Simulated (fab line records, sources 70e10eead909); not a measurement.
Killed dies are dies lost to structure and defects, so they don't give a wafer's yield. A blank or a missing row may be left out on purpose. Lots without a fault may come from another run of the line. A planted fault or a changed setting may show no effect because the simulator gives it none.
Chamber matching | flow nand_harc | NHARC_A_STAIRCASE_DEP_322 on pecvd-04: 3 sister chambers
The step deposits SiO2, target thk 7200 nm. 20 wafers are shown with their chamber, then 10 later ones without.

WAFERS WITH THEIR CHAMBER
wafer  | chamber | heater_power_w (W)
L074.1 | 1       | 672
L074.2 | 0       | 784
L074.5 | 1       | 577
L076.3 | 0       | 740
L076.5 | 2       | 746
L076.6 | 1       | 581
L078.2 | 0       | 801
L078.3 | 2       | 915
L078.5 | 2       | 741
L081.1 | 1       | 587
L081.2 | 0       | 866
L081.3 | 2       | 751
L083.3 | 0       | 805
L083.4 | 1       | 550
L083.5 | 0       | 703
L084.2 | 1       | 670
L084.5 | 2       | 737
L084.6 | 0       | 704
L089.1 | 1       | 612
L089.2 | 2       | 937

SIGNATURES (means of the wafers above)
reading        | chamber 0 | chamber 1 | chamber 2 | scatter within a chamber
heater_power_w | 771.86    | 607.00    | 804.50    | 68.3
Rule: a wafer's distance from a chamber is the root of the sum, over the readings, of the square of ((its reading less the chamber's mean) divided by the reading's scatter). The wafer belongs to the nearest chamber; if the next one is less than 2 further off, it can't be placed. The scatter: the root of (the sum of the squares of (reading less its chamber's mean) over the shown wafers, divided by (wafers less chambers)).

WAFERS WITHOUT THEIR CHAMBER
wafer  | heater_power_w (W)
L089.3 | 848
L092.1 | 627
L092.5 | 555
L092.6 | 748
L094.1 | 801
L094.2 | 785
L094.5 | 747
L095.1 | 888
L095.2 | 747
L095.5 | 716

WHICH CHAMBER EACH WENT THROUGH
wafer  | from the rows above          | in truth
L089.3 | can't be placed: 2 or 0      | 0
L092.1 | can't be placed: 1 or 0      | 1
L092.5 | 1                            | 1
L092.6 | can't be placed: 0 or 2 or 1 | 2
L094.1 | can't be placed: 2 or 0      | 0
L094.2 | can't be placed: 0 or 2      | 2
L094.5 | can't be placed: 0 or 2 or 1 | 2
L095.1 | can't be placed: 2 or 0      | 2
L095.2 | can't be placed: 0 or 2 or 1 | 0
L095.5 | can't be placed: 0 or 2 or 1 | 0
Placed correctly: 1 of 10. Can't be placed from these rows: 9 (the true chamber is among the candidates in 9). Placed wrongly: 0.
